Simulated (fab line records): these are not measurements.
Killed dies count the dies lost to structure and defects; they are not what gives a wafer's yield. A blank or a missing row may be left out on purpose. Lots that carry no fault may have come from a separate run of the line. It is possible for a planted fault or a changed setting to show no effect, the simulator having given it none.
Split-lot experiment :: flow n5Finfet :: 21 wafers read across 7 lots, on a route 1938 steps long

== THE SPLIT ==
At N5_BEOL_M7_EXPOSE_25 (exposes mask V6, target cd 40 nm), the setting doseMj was moved away from the recipe's 42.5 on 4 of the 21 wafers read, by -5.3% to +6.3%. This setting was run at the recipe's value on the other wafers.

== FROM THE SPLIT TO THE READING: what the file shows between them, 2 steps ==
- N5_BEOL_M7_PEB_26: peb time 60 s
- N5_BEOL_M7_DEVELOP_27: develop time 30 s

== THE READING ==
cdNm at N5_BEOL_M7_CD_MEAS_28, given in nm (cd target 40 nm). Fault-free wafers of this fab line usually give 39.99 nm, standard deviation 0.23 nm.

wafer: L076.2
tool, chamber at the split: euvScanner-02, 0
doseMj as run: 42.5
against the recipe: recipe
cdNm, nm: 39.84
against lot-mates on the recipe: -

wafer: L076.3
tool, chamber at the split: euvScanner-02, 0
doseMj as run: 42.5
against the recipe: recipe
cdNm, nm: 40.05
against lot-mates on the recipe: -

wafer: L076.4
tool, chamber at the split: euvScanner-02, 0
doseMj as run: 42.5
against the recipe: recipe
cdNm, nm: 39.72
against lot-mates on the recipe: -

wafer: L074.3
tool, chamber at the split: euvScanner-01, 0
doseMj as run: 44.47
against the recipe: +4.6%
cdNm, nm: 41.01
against lot-mates on the recipe: +1.02

wafer: L074.5
tool, chamber at the split: euvScanner-01, 0
doseMj as run: 42.5
against the recipe: recipe
cdNm, nm: 39.81
against lot-mates on the recipe: -

wafer: L074.6
tool, chamber at the split: euvScanner-01, 0
doseMj as run: 42.5
against the recipe: recipe
cdNm, nm: 40.17
against lot-mates on the recipe: -

wafer: L079.1
tool, chamber at the split: euvScanner-01, 0
doseMj as run: 42.5
against the recipe: recipe
cdNm, nm: 40.29
against lot-mates on the recipe: -

wafer: L079.4
tool, chamber at the split: euvScanner-01, 0
doseMj as run: 42.5
against the recipe: recipe
cdNm, nm: 39.92
against lot-mates on the recipe: -

wafer: L079.6
tool, chamber at the split: euvScanner-01, 0
doseMj as run: 42.5
against the recipe: recipe
cdNm, nm: 40.21
against lot-mates on the recipe: -

wafer: L083.1
tool, chamber at the split: euvScanner-02, 0
doseMj as run: 42.5
against the recipe: recipe
cdNm, nm: 40.38
against lot-mates on the recipe: -

wafer: L083.5
tool, chamber at the split: euvScanner-02, 0
doseMj as run: 40.23
against the recipe: -5.3%
cdNm, nm: 38.79
against lot-mates on the recipe: -1.33

wafer: L083.6
tool, chamber at the split: euvScanner-02, 0
doseMj as run: 42.5
against the recipe: recipe
cdNm, nm: 39.85
against lot-mates on the recipe: -

wafer: L088.1
tool, chamber at the split: euvScanner-02, 0
doseMj as run: 42.5
against the recipe: recipe
cdNm, nm: 40.02
against lot-mates on the recipe: -

wafer: L088.3
tool, chamber at the split: euvScanner-02, 0
doseMj as run: 42.5
against the recipe: recipe
cdNm, nm: 39.73
against lot-mates on the recipe: -

wafer: L088.5
tool, chamber at the split: euvScanner-02, 0
doseMj as run: 42.5
against the recipe: recipe
cdNm, nm: 39.63
against lot-mates on the recipe: -

wafer: L092.2
tool, chamber at the split: euvScanner-01, 0
doseMj as run: 41.2
against the recipe: -3.1%
cdNm, nm: 39.57
against lot-mates on the recipe: -0.42

wafer: L092.5
tool, chamber at the split: euvScanner-01, 0
doseMj as run: 42.5
against the recipe: recipe
cdNm, nm: 40.03
against lot-mates on the recipe: -

wafer: L092.6
tool, chamber at the split: euvScanner-01, 0
doseMj as run: 42.5
against the recipe: recipe
cdNm, nm: 39.95
against lot-mates on the recipe: -

wafer: L095.1
tool, chamber at the split: euvScanner-01, 0
doseMj as run: 45.18
against the recipe: +6.3%
cdNm, nm: 40.95
against lot-mates on the recipe: +1.07

wafer: L095.4
tool, chamber at the split: euvScanner-01, 0
doseMj as run: 42.5
against the recipe: recipe
cdNm, nm: 39.72
against lot-mates on the recipe: -

wafer: L095.5
tool, chamber at the split: euvScanner-01, 0
doseMj as run: 42.5
against the recipe: recipe
cdNm, nm: 40.04
against lot-mates on the recipe: -

FIT RESULTS
A straight line over all 21 wafers: cdNm changes by +0.187 nm for each +1% of doseMj; r = +0.89; the points scatter about the line by 0.21 nm.
The same after taking each lot's own level away (the mean of its wafers on the recipe; 21 wafers): +0.2 nm for each +1%; r = +0.93; scatter 0.18 nm.
Per that fit: largest doseMj move, reading shift of 1.3 nm.
From 39.793 to 40.140 nm: that is the span of the lots' own levels, equal to 1.5 times the standard deviation above.
The two slopes are in agreement: the lot-to-lot level therefore moves the slope only a little.
Check: with one of the wafers moved furthest among these (+6.3%) left out of the fit, the line predicts +1.4 nm for it against its lot-mates. Against them it came out at +1.07 nm.

== THE WHOLE CHAIN: every reading that the file lists as answering this split, in the file's order ==
step: N5_BEOL_M7_CD_MEAS_28
what it does: target cd 40 nm
reading: cdNm
change (the file's fit): +0.2 nm for each +1% of the setting
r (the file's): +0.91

step: N5_BEOL_M7_DESCUM_33
what it does: chemistry O2, time 7 s
reading: BEOL_M7.cdNm (the simulator's own value, which no gauge read)
change (the file's fit): +0.214 nm for each +1% of the setting
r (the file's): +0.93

step: N5_BEOL_M7_ETCH_72
what it does: etches underlayer in N2/H2, target depth 6.5 nm, time 5.2 s
reading: BEOL_M7.cdNm (the simulator's own value, which no gauge read)
change (the file's fit): +0.216 nm for each +1% of the setting
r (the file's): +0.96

== THE FILE'S OWN FIT ==
cdNm changes by +0.2 nm for each +1% of doseMj, r = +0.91.
